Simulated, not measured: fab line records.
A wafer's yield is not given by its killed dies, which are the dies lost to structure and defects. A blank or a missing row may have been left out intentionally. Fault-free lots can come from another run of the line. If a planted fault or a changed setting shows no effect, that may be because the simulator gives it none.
A struck lot beside a sound one | flow n5_finfet | 14 steps out of a route of 1938
Sound: the wafers L703.1, L703.2, L703.5. Struck: wafer L714.2. (L714.3 of the same lot was not struck and is left out.) The cause comes at the end.
Per side, at each step with rows, come the tool, then ch with its chambers, and then its first start. Under that, the readings that differ: sound wafers | struck wafers | difference of the means | sigmas: that difference in standard deviations of wafers without a fault.
alike: same words and numbers on both sides, and readings whose means sit less than 2 such deviations apart. not compared: any withheld reading, any reading some wafer has no value for, any bound like >300 that may hide the same value, and any number with overlapping values for which the record gives no deviation.
The two part at a step that has a row with sigmas, a row that says differs or no value, or rows on one side only. Non-overlapping numbers with no deviation appear without sigmas and do not part them. A reading that every wafer of one side lacks parts them only if that side has two wafers or more.

first, 1 step without rows for these wafers: N5_BEOL_M11_DEVELOP_27 (develop time 30 s).
N5_BEOL_M11_CD_MEAS_28: target cd 70 nm.
  sound on cd_sem-02 ch 0, day 11 00:12; struck on cd_sem-02 ch 0, day 14 09:32
  alike: cd_nm
N5_BEOL_M11_OVL_MEAS_29:
  sound on overlay-01 ch 0, day 11 00:14; struck on overlay-02 ch 0, day 14 09:34
  alike: V10_OVL
N5_BEOL_M11_INSPECT_30: inspects for defects (brightfield).
  sound on defect_inspect-01, day 11 00:16; struck on defect_inspect-01, day 14 09:35
  reading          | sound        | struck | difference | sigmas
  raw_defect_count | 509 538 1002 | 362    | -321       | -3
N5_BEOL_M11_DESCUM_33: chemistry O2, time 7.9 s.
  sound on rie_diel-02 ch 0,3, day 11 00:17; struck on rie_diel-02 ch 3, day 14 09:37
  alike: chamber_pressure_mTorr, drypump_motor_current_A, oes_product_au, rf_vpp_V, showerhead_plenum_p_Torr, throttle_valve_pct
  not compared: rf_hours_counter_h
then, 3 steps without rows for these wafers: N5_BEOL_M11_ETCH_65 (etches SiARC in CF4, target depth 39 nm, time 65 s); N5_BEOL_M11_ETCH_66 (etches SOC in N2/H2, target depth 120 nm, overetch 24 nm, time 180 s); N5_BEOL_M11_STRIP_69 (strips in N2/H2).
N5_BEOL_M11_VIA_ETCH_34: etches SiCOH lowk in C4F6/O2, target depth 184.5 nm, time 69.2 s.
  sound on rie_diel-02 ch 0,3, day 11 00:30; struck on rie_diel-02 ch 3, day 14 09:50
  alike: chamber_pressure_mTorr, drypump_motor_current_A, oes_product_au, rf_vpp_V, showerhead_plenum_p_Torr, throttle_valve_pct
  not compared: rf_hours_counter_h
then, 1 step without rows for these wafers: N5_BEOL_M11_STRIP_73 (strips in C4F6/O2).
N5_BEOL_M11_STRIP_36: strips in N2/H2.
  sound on rie_diel-02 ch 0,3, day 11 00:34; struck on rie_diel-02 ch 3, day 14 09:53
  alike: chamber_pressure_mTorr, drypump_motor_current_A, n2_flow_sccm, oes_product_au, rf_vpp_V, showerhead_plenum_p_Torr, throttle_valve_pct
  not compared: rf_hours_counter_h
N5_BEOL_M11_TRENCH_ETCH_37: etches SiCOH lowk in C4F6/O2, target depth 148.83 nm, time 48 s.
  sound: rie_diel-02 ch 0,3; struck: rie_diel-02 ch 3
  alike: chamber_pressure_mTorr, drypump_motor_current_A, oes_product_au, rf_vpp_V, showerhead_plenum_p_Torr, throttle_valve_pct
  not compared: rf_hours_counter_h
N5_BEOL_M11_ETCH_41: etches SiCN in CH3F/O2, target depth 42.6 nm, time 86 s.
  sound on rie_diel-02 ch 0,3, day 11 00:38; struck on rie_diel-02 ch 3, day 14 09:58
  reading                  | sound             | struck | difference | sigmas
  model.etch.depth_nm (nm) | 32.87 32.47 32.67 | 27.64  | -5.03      |
  alike: CH3F_flow_sccm, chamber_pressure_mTorr, drypump_motor_current_A, oes_product_au, rf_vpp_V, showerhead_plenum_p_Torr, throttle_valve_pct
  not compared: rf_hours_counter_h
N5_BEOL_M11_STRIP_77: strips in N2/H2, time 10 s.
  sound: rie_diel-02 ch 0,3; struck: rie_diel-02 ch 3
  alike: chamber_pressure_mTorr, drypump_motor_current_A, n2_flow_sccm, oes_product_au, rf_vpp_V, showerhead_plenum_p_Torr, throttle_valve_pct
  not compared: rf_hours_counter_h

## WHERE THEY PART
At N5_BEOL_M11_INSPECT_30 and nowhere else, as far as this record goes. Later steps at which nothing parts them and some readings are alike: N5_BEOL_M11_DESCUM_33, N5_BEOL_M11_VIA_ETCH_34, N5_BEOL_M11_STRIP_36, N5_BEOL_M11_TRENCH_ETCH_37, N5_BEOL_M11_ETCH_41, N5_BEOL_M11_STRIP_77.

WHY: what had been put in by the simulator
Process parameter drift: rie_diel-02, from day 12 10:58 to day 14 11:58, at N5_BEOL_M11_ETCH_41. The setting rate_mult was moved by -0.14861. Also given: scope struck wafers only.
